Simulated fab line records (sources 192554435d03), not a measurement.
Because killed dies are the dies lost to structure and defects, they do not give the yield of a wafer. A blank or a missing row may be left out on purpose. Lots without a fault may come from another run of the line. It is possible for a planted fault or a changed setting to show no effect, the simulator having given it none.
fab line records	flow n5_finfet
[record] lots = 7	wafers = 39
route steps=1938 shown FIN_SAQP@108 FIN_CUT@173 DUMMY_GATE@228 MOL_CONTACT_COAG@551
start_h: hours from the record's opening day to when the first of the lot's shown wafers began	wait_h: hours since the lot's step before	" repeats the value in the row above	L1.1+2: a row that stands for several wafers	- no value, or no start was given	* or withheld: withheld	< > ~ a bound
route shown NAME@n: a module of which the file shows steps, and the number in the route of the first	usual: the fault-free wafers' mean and standard deviation	same: alike in all rows	chamber/n: place in a boat	sites: readings site by site	_std_site: how widely they spread, as a standard deviation	_edge_site: mean of outer sites minus mean of inner sites	radius_mm: for every site, how far away it sits from the centre of the wafer	mask NAME#n: copy n	behind: the most recent tool/chamber to have shaped the wafer	hold: cause of the lot's hold/its duration in hours/its outcome	device: the n, p or np transistor that did not switch	end of line: tests of these same wafers at the route's end	step lacking rows: just its recipe	killed: not the wafer's yield, but the dies lost to structure and defects at the first sort	map: the dies of a wafer, with x for killed, . for not killed, _ for no die there
set.NAME: the setting that was run; set.NAME@STEP: the one run at that earlier step	model.NAME: the simulator's own value behind a step, which no gauge read
one table per step and one row per wafer, for lots whose settings were changed on purpose
[[steps]]
[step N5_FIN_SAQP_EXPOSE_13]
[recipe] mask_id = FIN_CORE	na = 1.35	source_shape = dipole	sigma_inner = 0.538	sigma_outer = 0.738	polarization = te	target_cd_nm = 35.6	dose_mj = 63.25
lot.wafer	tool	chamber	start_h	wait_h	mask	set.dose_mj
L077.1+2+3+4+5+6	arfi_scanner-01	0	41.12	-	FIN_CORE#0	63.25
L078.1+2+4	arfi_scanner-01	0	47.23	-	FIN_CORE#0	63.25
L078.3+5+6	"	0	"	"	FIN_CORE#0	67.55
L080.1+3+6	arfi_scanner-01	0	57.85	-	FIN_CORE#0	63.25
L082.1+3+4	arfi_scanner-03	0	69.24	-	FIN_CORE#0	63.25
L082.2+5+6	"	0	"	"	FIN_CORE#0	67.21
L090.1+4+6	arfi_scanner-03	0	118.99	-	FIN_CORE#0	63.25
L090.2+3+5	"	0	"	"	FIN_CORE#0	67.8
L093.1+2+5	arfi_scanner-01	0	136.92	-	FIN_CORE#0	61.73
L093.3+4+6	"	0	"	"	FIN_CORE#0	63.25
L095.1+4+5	arfi_scanner-03	0	147.54	-	FIN_CORE#0	63.25
L095.2+3+6	"	0	"	"	FIN_CORE#0	66.57
[step N5_FIN_SAQP_PEB_14]
[recipe] peb_temp_c = withheld	peb_time_s = 60	resist = CAR-ArF
[step N5_FIN_SAQP_DEVELOP_15]
[recipe] develop_time_s = 30	developer = TMAH	resist = CAR-ArF	dev_temp_c = 23	rinse_liquid = diw	dry = air_spin
[step N5_FIN_SAQP_CD_MEAS_16]
[recipe] target_cd_nm = 35.6	landing_energy_ev = 500	detector = se_inlens
[usual] cd_nm = 35.4/0.39
lot.wafer	tool	chamber	start_h	wait_h	set.dose_mj@FIN_SAQP_EXPOSE_13	cd_nm
L077.1	cd_sem-03	0	41.25	-	63.25	36.0
L077.2	"	0	"	"	63.25	35.6
L077.3	"	0	"	"	63.25	35.4
L077.4	"	0	"	"	63.25	35.3
L077.5	"	0	"	"	63.25	35.4
L077.6	"	0	"	"	63.25	36.2
L078.1	cd_sem-02	0	47.36	-	63.25	35.4
L078.2	"	0	"	"	63.25	34.6
L078.3	"	0	"	"	67.55	33.1
L078.4	"	0	"	"	63.25	34.9
L078.5	"	0	"	"	67.55	33.2
L078.6	"	0	"	"	67.55	33.5
L080.1	cd_sem-01	0	57.98	-	63.25	35.4
L080.3	"	0	"	"	63.25	35.6
L080.6	"	0	"	"	63.25	35.2
L082.1	cd_sem-02	0	69.36	-	63.25	36.3
L082.2	"	0	"	"	67.21	33.9
L082.3	"	0	"	"	63.25	36.0
L082.4	"	0	"	"	63.25	35.9
L082.5	"	0	"	"	67.21	34.1
L082.6	"	0	"	"	67.21	34.1
L090.1	cd_sem-02	0	119.12	-	63.25	35.5
L090.2	"	0	"	"	67.8	33.4
L090.3	"	0	"	"	67.8	33.0
L090.4	"	0	"	"	63.25	34.9
L090.5	"	0	"	"	67.8	33.4
L090.6	"	0	"	"	63.25	35.2
L093.1	cd_sem-03	0	137.05	-	61.73	36.2
L093.2	"	0	"	"	61.73	35.9
L093.3	"	0	"	"	63.25	35.3
L093.4	"	0	"	"	63.25	35.7
L093.5	"	0	"	"	61.73	35.8
L093.6	"	0	"	"	63.25	35.4
L095.1	cd_sem-01	0	147.66	-	63.25	35.2
L095.2	"	0	"	"	66.57	34.2
L095.3	"	0	"	"	66.57	34.3
L095.4	"	0	"	"	63.25	35.2
L095.5	"	0	"	"	63.25	35.9
L095.6	"	0	"	"	66.57	34.0
[step N5_FIN_CUT_CUT_ETCH_26]
[recipe] chemistry = CH3F/O2	target = SiNx	target_depth_a = 390	mask_material = SOC	time_s = 55.7	pressure_mtorr = 30	source_w = 395	bias_w = 73	Ar_flow_sccm = 150	CH3F_flow_sccm = 30	O2_flow_sccm = 20	ion_energy_ev = 120
lot.wafer	tool	chamber	start_h	wait_h	set.target_depth_a	model.etch.depth_nm
L077.1	rie_diel-06	1	46.74	0.0	418.2	42.26
L077.2	"	0	"	"	390	40.53
L077.3	"	3	"	"	418.2	42.24
L077.4	"	2	"	"	390	40.59
L077.5	"	0	"	"	418.2	43.29
L077.6	"	3	"	"	390	39.74
L078.1	rie_diel-02	2	53.45	0.0	416.5	40.77
L078.2	"	1	"	"	390	39.07
L078.3	"	3	"	"	416.5	41.33
L078.4	"	1	"	"	390	39.01
L078.5	"	3	"	"	390	38.71
L078.6	"	2	"	"	416.5	40.61
L080.1	rie_diel-02	3	63.14	0.0	390	38.27
L080.3	"	0	"	"	390	38.86
L080.6	"	2	"	"	390	37.99
L082.1	rie_diel-06	0	74.61	0.0	428.4	44.62
L082.2	"	1	"	"	390	39.17
L082.3	"	2	"	"	390	40.14
L082.4	"	3	"	"	428.4	43.42
L082.5	"	1	"	"	390	39.55
L082.6	"	2	"	"	428.4	44.48
L090.1	rie_diel-02	1	124.72	0.0	425.5	42.04
L090.2	"	0	"	"	425.5	43
L090.3	"	2	"	"	390	38.5
L090.4	"	3	"	"	390	39.09
L090.5	"	3	"	"	390	39.02
L090.6	"	0	"	"	425.5	43.34
L093.1	rie_diel-01	3	142.38	0.0	390	37.65
L093.2	"	0	"	"	390	40.08
L093.3	"	1	"	"	390	38.55
L093.4	"	2	"	"	390	39.16
L093.5	"	0	"	"	390	40.38
L093.6	"	1	"	"	390	38.36
L095.1	rie_diel-02	3	153.71	0.0	390	37.91
L095.2	"	0	"	"	418.5	41.97
L095.3	"	1	"	"	418.5	41.24
L095.4	"	2	"	"	418.5	41.23
L095.5	"	0	"	"	390	38.41
L095.6	"	3	"	"	390	38.31
[step N5_DUMMY_GATE_EXPOSE_12]
[recipe] mask_id = GATE	na = 0.33	source_shape = annular	sigma_inner = 0.2	sigma_outer = 0.6	polarization = unpolarized	target_cd_nm = 25	dose_mj = 34
lot.wafer	tool	chamber	start_h	wait_h	mask	set.dose_mj
L077.1+2+6	euv_scanner-02	0	64.61	-	GATE#0	32.9
L077.3+4+5	"	0	"	"	GATE#0	34
L078.1+2+3	euv_scanner-01	0	71.19	-	GATE#0	36.5
L078.4+5+6	"	0	"	"	GATE#0	34
L080.1+3+6	euv_scanner-01	0	81.68	-	GATE#0	34
L082.1+2+3+4+5+6	euv_scanner-02	0	92.51	-	GATE#0	34
L090.1+3+4	euv_scanner-01	0	150.82	-	GATE#0	36.04
L090.2+5+6	"	0	"	"	GATE#0	34
L093.1+4+5	euv_scanner-01	0	160.22	-	GATE#0	34
L093.2+3+6	"	0	"	"	GATE#0	32.53
L095.1+2+3	euv_scanner-02	0	171.58	-	GATE#0	35.54
L095.4+5+6	"	0	"	"	GATE#0	34
[step N5_DUMMY_GATE_PEB_13]
[recipe] peb_temp_c = 100	peb_time_s = 60	resist = CAR-EUV
[step N5_DUMMY_GATE_DEVELOP_14]
[recipe] develop_time_s = 30	developer = TMAH	resist = CAR-EUV	rinse_liquid = surfactant_rinse	dry = air_spin	dev_temp_c = 23
[step N5_DUMMY_GATE_CD_MEAS_15]
[recipe] target_cd_nm = 25.8	landing_energy_ev = 500	detector = se_inlens
[usual] cd_nm = 24.95/0.25
lot.wafer	tool	chamber	start_h	wait_h	set.dose_mj@DUMMY_GATE_EXPOSE_12	cd_nm
L077.1	cd_sem-02	0	64.74	-	32.9	25.50
L077.2	"	0	"	"	32.9	25.60
L077.3	"	0	"	"	34	24.85
L077.4	"	0	"	"	34	25.08
L077.5	"	0	"	"	34	25.25
L077.6	"	0	"	"	32.9	25.56
L078.1	cd_sem-02	0	71.32	-	36.5	24.22
L078.2	"	0	"	"	36.5	23.66
L078.3	"	0	"	"	36.5	23.82
L078.4	"	0	"	"	34	24.77
L078.5	"	0	"	"	34	24.81
L078.6	"	0	"	"	34	25.24
L080.1	cd_sem-02	0	81.81	-	34	24.67
L080.3	"	0	"	"	34	24.67
L080.6	"	0	"	"	34	24.83
L082.1	cd_sem-01	0	92.63	-	34	24.58
L082.2	"	0	"	"	34	24.59
L082.3	"	0	"	"	34	25.57
L082.4	"	0	"	"	34	24.95
L082.5	"	0	"	"	34	24.82
L082.6	"	0	"	"	34	24.92
L090.1	cd_sem-01	0	150.94	-	36.04	23.62
L090.2	"	0	"	"	34	25.04
L090.3	"	0	"	"	36.04	23.55
L090.4	"	0	"	"	36.04	23.73
L090.5	"	0	"	"	34	25.07
L090.6	"	0	"	"	34	24.57
L093.1	cd_sem-01	0	160.34	-	34	25.19
L093.2	"	0	"	"	32.53	25.96
L093.3	"	0	"	"	32.53	25.83
L093.4	"	0	"	"	34	24.98
L093.5	"	0	"	"	34	25.17
L093.6	"	0	"	"	32.53	25.96
L095.1	cd_sem-01	0	171.70	-	35.54	23.95
L095.2	"	0	"	"	35.54	23.93
L095.3	"	0	"	"	35.54	24.14
L095.4	"	0	"	"	34	24.83
L095.5	"	0	"	"	34	24.64
L095.6	"	0	"	"	34	24.90
[step N5_DUMMY_GATE_ETCH_42]
[recipe] chemistry = CHF3/O2	target = SiO2	target_depth_a = 35	time_s = 31	ion_energy_ev = 30	bias_w = 12	pressure_mtorr = 30	source_w = 600	Ar_flow_sccm = 200	CHF3_flow_sccm = 50	O2_flow_sccm = 5
[usual] rf_vpp_V = 42.6/1.1
lot.wafer	tool	chamber	start_h	wait_h	set.bias_w	rf_vpp_V
L077.1	rie_diel-01	3	65.87	0.0	12	42.3
L077.2	"	0	"	"	12	41.7
L077.3	"	2	"	"	12	44.1
L077.4	"	1	"	"	12	41.2
L077.5	"	2	"	"	12	43.3
L077.6	"	1	"	"	12	44.0
L078.1	rie_diel-02	0	72.48	0.0	12	42.2
L078.2	"	2	"	"	12	42.9
L078.3	"	1	"	"	12	41.9
L078.4	"	3	"	"	12	40.4
L078.5	"	1	"	"	12	42.2
L078.6	"	0	"	"	12	43.3
L080.1	rie_diel-06	3	82.86	0.0	12	42.1
L080.3	"	0	"	"	12	44.0
L080.6	"	1	"	"	12	41.4
L082.1	rie_diel-06	2	93.95	0.1	12	42.8
L082.2	"	3	"	"	10.03	37.2
L082.3	"	0	"	"	12	44.9
L082.4	"	1	"	"	10.03	35.8
L082.5	"	3	"	"	10.03	36.6
L082.6	"	2	"	"	12	44.5
L090.1	rie_diel-02	1	152.73	0.1	12	42.1
L090.2	"	2	"	"	12	44.5
L090.3	"	0	"	"	12	41.4
L090.4	"	3	"	"	10.23	36.6
L090.5	"	2	"	"	10.23	38.4
L090.6	"	1	"	"	10.23	36.9
L093.1	rie_diel-02	0	161.50	0.2	10.93	38.6
L093.2	"	1	"	"	10.93	38.6
L093.3	"	3	"	"	10.93	39.6
L093.4	"	2	"	"	12	42.2
L093.5	"	3	"	"	12	42.2
L093.6	"	2	"	"	12	42.7
L095.1	rie_diel-01	2	172.77	0.1	13.41	45.6
L095.2	"	0	"	"	12	42.3
L095.3	"	1	"	"	13.41	45.9
L095.4	"	3	"	"	13.41	47.4
L095.5	"	2	"	"	12	41.6
L095.6	"	3	"	"	12	42.2
[step N5_MOL_CONTACT_COAG_SPUTTER_130]
[recipe] material = Co	target_thk_a = 475	temp_c = 25	chamber_pressure_pa = 0.5	power_w = 3000
lot.wafer	tool	chamber	start_h	wait_h	set.power_w	model.Co_of_MOL_CONTACT_COAG_SPUTTER_130.thk_nm
L077.1+3	pvd_sputter-03	-	119.84	0.0	3253	51
L077.2+6	"	-	"	"	3000	47.2
L077.4	"	-	"	"	3253	51.4
L077.5	"	-	"	"	3000	47.4
L078.1+4	pvd_sputter-03	-	125.18	0.0	3000	48.2
L078.2+6	"	-	"	"	2843	45.8
L078.3	"	-	"	"	2843	45.4
L078.5	"	-	"	"	3000	47.8
L080.1	pvd_sputter-03	-	129.46	0.0	3000	48
L080.3	"	-	"	"	3000	47.8
L080.6	"	-	"	"	3000	47.2
L082.1	pvd_sputter-02	-	145.73	0.0	3526	57.2
L082.2	"	-	"	"	3526	56.8
L082.3	"	-	"	"	3000	47.4
L082.4	"	-	"	"	3000	47.6
L082.5	"	-	"	"	3526	57
L082.6	"	-	"	"	3000	48.6
L090.1	pvd_sputter-03	-	200.88	0.0	3000	46.8
L090.2	"	-	"	"	3000	46.2
L090.3	"	-	"	"	2431	37.6
L090.4	"	-	"	"	2431	37.2
L090.5	"	-	"	"	2431	36.8
L090.6	"	-	"	"	3000	46.6
L093.1+4	pvd_sputter-03	-	212.38	0.0	3000	47.6
L093.2	"	-	"	"	3313	52.2
L093.3	"	-	"	"	3313	52
L093.5	"	-	"	"	3000	47
L093.6	"	-	"	"	3313	53
L095.1	pvd_sputter-01	-	218.02	0.0	3000	48.4
L095.2	"	-	"	"	3000	48
L095.3	"	-	"	"	2680	43.2
L095.4	"	-	"	"	2680	42.8
L095.5	"	-	"	"	3000	47.8
L095.6	"	-	"	"	2680	43
[step N5_MOL_CONTACT_COAG_ETCH_124]
[recipe] chemistry = CH3F/O2	target = SiNx	target_depth_a = 65	mask_material = SOC	stop_on = SiOC	over_etch_frac = 0.3	ion_energy_ev = 120	pressure_mtorr = 30	source_w = 395	bias_w = 73	Ar_flow_sccm = 150	CH3F_flow_sccm = 30	O2_flow_sccm = 20	ends = end_point
[usual] rf_vpp_V = 299/7.4
lot.wafer	tool	chamber	start_h	wait_h	set.source_w	rf_vpp_V
L077.1	rie_diel-05	3	125.66	0.0	395	293
L077.2	"	2	"	"	375.4	301
L077.3	"	0	"	"	375.4	296
L077.4	"	2	"	"	395	293
L077.5	"	3	"	"	375.4	299
L077.6	"	0	"	"	395	290
L078.1	rie_diel-05	3	132.31	0.0	452.4	274
L078.2	"	0	"	"	395	290
L078.3	"	2	"	"	395	293
L078.4	"	2	"	"	452.4	276
L078.5	"	3	"	"	395	292
L078.6	"	0	"	"	452.4	271
L080.1	rie_diel-05	0	137.06	0.0	395	289
L080.3	"	2	"	"	395	294
L080.6	"	0	"	"	395	289
L082.1	rie_diel-05	0	151.72	0.0	336.1	310
L082.2	"	3	"	"	395	292
L082.3	"	1	"	"	336.1	309
L082.4	"	2	"	"	336.1	317
L082.5	"	3	"	"	395	294
L082.6	"	0	"	"	395	289
L090.1	rie_diel-03	1	211.57	0.0	417	304
L090.2	"	3	"	"	395	300
L090.3	"	2	"	"	395	300
L090.4	"	0	"	"	417	281
L090.5	"	2	"	"	395	302
L090.6	"	3	"	"	417	294
L093.1	rie_diel-04	3	218.97	0.0	461.7	284
L093.2	"	1	"	"	395	301
L093.3	"	0	"	"	395	302
L093.4	"	2	"	"	395	295
L093.5	"	3	"	"	461.7	283
L093.6	"	0	"	"	461.7	282
L095.1	rie_diel-04	0	224.32	0.0	353.2	319
L095.2	"	3	"	"	353.2	322
L095.3	"	2	"	"	395	294
L095.4	"	1	"	"	353.2	317
L095.5	"	2	"	"	395	294
L095.6	"	3	"	"	395	306
[[key]]
[split] step = N5_FIN_SAQP_EXPOSE_13	setting = dose_mj	stated = 63.25	by = wafer
[response] step = N5_FIN_SAQP_CD_MEAS_16	reading = cd_nm	change = -0.271	per = 1%	r = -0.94
[split] step = N5_FIN_CUT_CUT_ETCH_26	setting = target_depth_a	stated = 390	by = wafer
[response] step = N5_FIN_CUT_CUT_ETCH_26	reading = model.etch.depth_nm	change = +0.406	per = 1%	r = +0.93
[split] step = N5_DUMMY_GATE_EXPOSE_12	setting = dose_mj	stated = 34	by = wafer
[response] step = N5_DUMMY_GATE_CD_MEAS_15	reading = cd_nm	change = -0.17	per = 1%	r = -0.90
[split] step = N5_DUMMY_GATE_ETCH_42	setting = bias_w	stated = 12	by = wafer
[response] step = N5_DUMMY_GATE_ETCH_42	reading = rf_vpp_V	change = +0.404	per = 1%	r = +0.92
[split] step = N5_MOL_CONTACT_COAG_SPUTTER_130	setting = power_w	stated = 3000	by = wafer
[response] step = N5_MOL_CONTACT_COAG_SPUTTER_130	reading = model.Co_of_MOL_CONTACT_COAG_SPUTTER_130.thk_nm	change = +0.494	per = 1%	r = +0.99
[split] step = N5_MOL_CONTACT_COAG_ETCH_124	setting = source_w	stated = 395	by = wafer
[response] step = N5_MOL_CONTACT_COAG_ETCH_124	reading = rf_vpp_V	change = -1.28	per = 1%	r = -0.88
